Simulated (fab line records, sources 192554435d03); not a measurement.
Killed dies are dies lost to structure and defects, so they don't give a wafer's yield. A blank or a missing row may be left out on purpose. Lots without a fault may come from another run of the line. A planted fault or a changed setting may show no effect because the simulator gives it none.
Split-lot experiment | flow n5_finfet | 7 lots, 39 wafers read, on a route of 1938 steps

THE SPLIT
At N5_BEOL_M9_ETCH_66 (etches SOC in N2/H2, target depth 80 nm, overetch 16 nm, time 120 s), the setting time_s was moved away from the recipe's 120 s on 12 of the 39 wafers read, by -53.5% to +30.5%. The other wafers ran this setting at the recipe's value.

The reading is taken at the split's own step.

THE READING
SiARC_of_BEOL_M9_COAT_64.thk_nm (the simulator's own value, which no gauge read), in nm, at N5_BEOL_M9_ETCH_66 (etches SOC in N2/H2, target depth 80 nm, overetch 16 nm, time 120 s). The file gives no usual value for it. The 27 wafers here that ran the recipe average 6.4 nm, standard deviation 0.18 nm.

wafer  | tool, chamber at the split | time_s as run, s | against the recipe | SiARC_of_BEOL_M9_COAT_64.thk_nm, nm | against lot-mates on the recipe
L074.1 | rie_diel-01, 2             | 120              | recipe             | 6.6                                 | -
L074.2 | rie_diel-01, 0             | 120              | recipe             | 6.2                                 | -
L074.3 | rie_diel-01, 3             | 71.03            | -40.8%             | 8.6                                 | +2.3
L074.4 | rie_diel-01, 1             | 71.03            | -40.8%             | 8.6                                 | +2.3
L074.5 | rie_diel-01, 0             | 120              | recipe             | 6.2                                 | -
L074.6 | rie_diel-01, 1             | 71.03            | -40.8%             | 8.6                                 | +2.3
L076.1 | rie_diel-02, 0             | 120              | recipe             | 6.4                                 | -
L076.2 | rie_diel-02, 1             | 120              | recipe             | 6.6                                 | -
L076.3 | rie_diel-02, 2             | 55.77            | -53.5%             | 9.6                                 | +3.1
L076.4 | rie_diel-02, 3             | 120              | recipe             | 6.4                                 | -
L076.5 | rie_diel-02, 3             | 55.77            | -53.5%             | 9.4                                 | +2.9
L076.6 | rie_diel-02, 0             | 55.77            | -53.5%             | 9.4                                 | +2.9
L082.1 | rie_diel-02, 0             | 120              | recipe             | 6.4                                 | -
L082.2 | rie_diel-02, 2             | 120              | recipe             | 6.8                                 | -
L082.3 | rie_diel-02, 3             | 120              | recipe             | 6.2                                 | -
L082.4 | rie_diel-02, 1             | 120              | recipe             | 6.6                                 | -
L082.5 | rie_diel-02, 0             | 120              | recipe             | 6.4                                 | -
L082.6 | rie_diel-02, 3             | 120              | recipe             | 6.2                                 | -
L084.1 | rie_diel-01, 1             | 120              | recipe             | 6.2                                 | -
L084.2 | rie_diel-01, 0             | 120              | recipe             | 6.4                                 | -
L084.5 | rie_diel-01, 0             | 120              | recipe             | 6.2                                 | -
L086.1 | rie_diel-02, 1             | 120              | recipe             | 6.6                                 | -
L086.2 | rie_diel-02, 0             | 120              | recipe             | 6.4                                 | -
L086.3 | rie_diel-02, 3             | 120              | recipe             | 6.2                                 | -
L086.4 | rie_diel-02, 2             | 120              | recipe             | 6.8                                 | -
L086.5 | rie_diel-02, 0             | 120              | recipe             | 6.4                                 | -
L086.6 | rie_diel-02, 3             | 120              | recipe             | 6.2                                 | -
L091.1 | rie_diel-03, 0             | 120              | recipe             | 6.6                                 | -
L091.2 | rie_diel-03, 2             | 156.6            | +30.5%             | 4.6                                 | -1.9
L091.3 | rie_diel-03, 1             | 156.6            | +30.5%             | 4.8                                 | -1.7
L091.4 | rie_diel-03, 3             | 156.6            | +30.5%             | 5.4                                 | -1.1
L091.5 | rie_diel-03, 1             | 120              | recipe             | 6.4                                 | -
L091.6 | rie_diel-03, 0             | 120              | recipe             | 6.6                                 | -
L093.1 | rie_diel-03, 1             | 84.99            | -29.2%             | 8                                   | +1.5
L093.2 | rie_diel-03, 2             | 120              | recipe             | 6.4                                 | -
L093.3 | rie_diel-03, 3             | 84.99            | -29.2%             | 8.4                                 | +1.9
L093.4 | rie_diel-03, 0             | 120              | recipe             | 6.6                                 | -
L093.5 | rie_diel-03, 0             | 84.99            | -29.2%             | 8.2                                 | +1.7
L093.6 | rie_diel-03, 1             | 120              | recipe             | 6.4                                 | -

THE FIT
A straight line over all 39 wafers: SiARC_of_BEOL_M9_COAT_64.thk_nm changes by -0.0548 nm for each +1% of time_s; r = -0.98; the points scatter about the line by 0.21 nm.
The same after taking each lot's own level away (the mean of its wafers on the recipe; 39 wafers): -0.0556 nm for each +1%; r = -0.99; scatter 0.19 nm.
On that fit, the largest move of time_s shifts the reading by 3 nm.
The lots' own levels span 6.27 to 6.53 nm, that is 1.5 times the standard deviation above.
So the lot-to-lot level changes the slope little: the two slopes agree.
Check: with one of the wafers moved furthest among these (-53.5%) left out of the fit, the line predicts +2.97 nm for it against its lot-mates. It came out at +3.13 nm against them.

OTHER SPLITS ON THESE WAFERS
These wafers also went through other splits before the reading. Each is held against what the fit with the lots' levels taken away leaves over:
other split on the same wafers           | wafers away from the commonest value | r with SiARC_of_BEOL_M9_COAT_64.thk_nm (lot level and that fit taken away)
N5_BEOL_M4_PECVD_72 time_s               | 15                                   | +0.01
N5_BEOL_M6_TRENCH_ETCH_37 target_depth_a | 15                                   | +0.01

THE WHOLE CHAIN: every reading that the file lists as answering this split, in the file's order
step               | what it does                                                        | reading                                                                          | change (the file's fit)                                                              | r (the file's)
N5_BEOL_M9_ETCH_66 | etches SOC in N2/H2, target depth 80 nm, overetch 16 nm, time 120 s | etch.depth_nm (the simulator's own value, which no gauge read)                   | not straight: 43.77 at the lowest setting, 60.14 at the recipe, 60.33 at the highest | not given
N5_BEOL_M9_ETCH_66 | etches SOC in N2/H2, target depth 80 nm, overetch 16 nm, time 120 s | SiARC_of_BEOL_M9_COAT_64.thk_nm (the simulator's own value, which no gauge read) | -0.0558 nm for each +1% of the setting                                               | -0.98

THE FILE'S OWN FIT
SiARC_of_BEOL_M9_COAT_64.thk_nm changes by -0.0558 nm for each +1% of time_s, r = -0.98.
